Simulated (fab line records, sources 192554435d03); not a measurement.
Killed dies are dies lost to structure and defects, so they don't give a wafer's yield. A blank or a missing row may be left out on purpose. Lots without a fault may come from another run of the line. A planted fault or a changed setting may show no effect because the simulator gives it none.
Which tool did it? | flow n5_finfet | 24 lots, 72 wafers sampled, at 1 step of a route of 1938

WHAT THE GAUGES READ, wafer by wafer
N5_BEOL_M3_CD_MEAS_35: target cd 18 nm, target cd y 21 nm.
lot  | measured     | on        | cd_nm (nm)
L074 | day 7 02:13  | cd_sem-03 | 17.6 17.3 17.7
L075 | day 7 12:16  | cd_sem-01 | 17.2 17.7 17.0
L076 | day 8 05:14  | cd_sem-01 | 18.0 18.4 18.1
L078 | day 8 05:31  | cd_sem-03 | 18.7 17.1 17.8
L077 | day 8 05:52  | cd_sem-03 | 17.3 18.3 18.0
L079 | day 8 20:22  | cd_sem-01 | 17.9 18.4 18.1
L081 | day 9 03:48  | cd_sem-02 | 18.3 18.5 18.4
L080 | day 9 13:57  | cd_sem-01 | 17.9 18.0 18.2
L082 | day 9 14:59  | cd_sem-01 | 18.2 18.6 18.1
L083 | day 9 19:26  | cd_sem-01 | 17.6 17.7 17.8
L084 | day 9 23:13  | cd_sem-02 | 18.1 17.7 17.5
L086 | day 10 05:32 | cd_sem-01 | 17.6 18.0 18.4
L085 | day 10 10:18 | cd_sem-01 | 18.6 17.3 18.5
L087 | day 10 10:44 | cd_sem-01 | 18.2 17.7 17.8
L088 | day 11 00:37 | cd_sem-01 | 18.6 17.4 17.9
L089 | day 11 02:41 | cd_sem-02 | 17.8 18.3 18.5
L090 | day 11 06:24 | cd_sem-01 | 18.0 18.5 17.5
L091 | day 11 16:07 | cd_sem-01 | 16.9 17.9 17.0
L092 | day 12 00:23 | cd_sem-03 | 17.6 17.8 18.5
L095 | day 12 08:35 | cd_sem-02 | 18.5 17.5 17.6
L093 | day 12 13:29 | cd_sem-01 | 18.4 18.4 17.9
L094 | day 12 19:05 | cd_sem-02 | 17.8 18.3 17.6
L096 | day 12 19:22 | cd_sem-03 | 17.9 17.0 17.5
L097 | day 12 23:48 | cd_sem-02 | 18.1 18.3 18.8

WHICH TOOL RAN EACH LOT (tool, then ch and the chambers of the sampled wafers, then the start)
The record holds no process step before these readings.

WHAT THE TOOLS THEMSELVES READ (means of the sampled wafers that have a number; where no wafer has one, the mark that the record gives instead)
The record holds no such reading with a usual standard deviation.

THE ANSWER, worked out from the rows above alone
Rule: what is usual is taken from the lots themselves. Put in order of their means at a reading, lots are off if they are a third of the lots or fewer, leave a main group of 4 or more, and stand apart from it by a gap of 3 or more times the standard deviation of the main group's means; of several such gaps the widest counts. A main group whose means are all the same, to the digits that the tables above print for the reading, isn't used. A lot without any number at a reading at which 4 lots or more have one is off too. The other lots that the step has rows for count as sound. The gauges are gone through in route order, then the tools' own readings, and for those a lot's mean is taken as printed above. The first step at which some lot is off is used, and at that step the reading that is off furthest; a lot without a number counts as furthest.
No lot is off at any reading shown: from this, nothing can be told.

WHAT THE SIMULATOR HAD PUT IN
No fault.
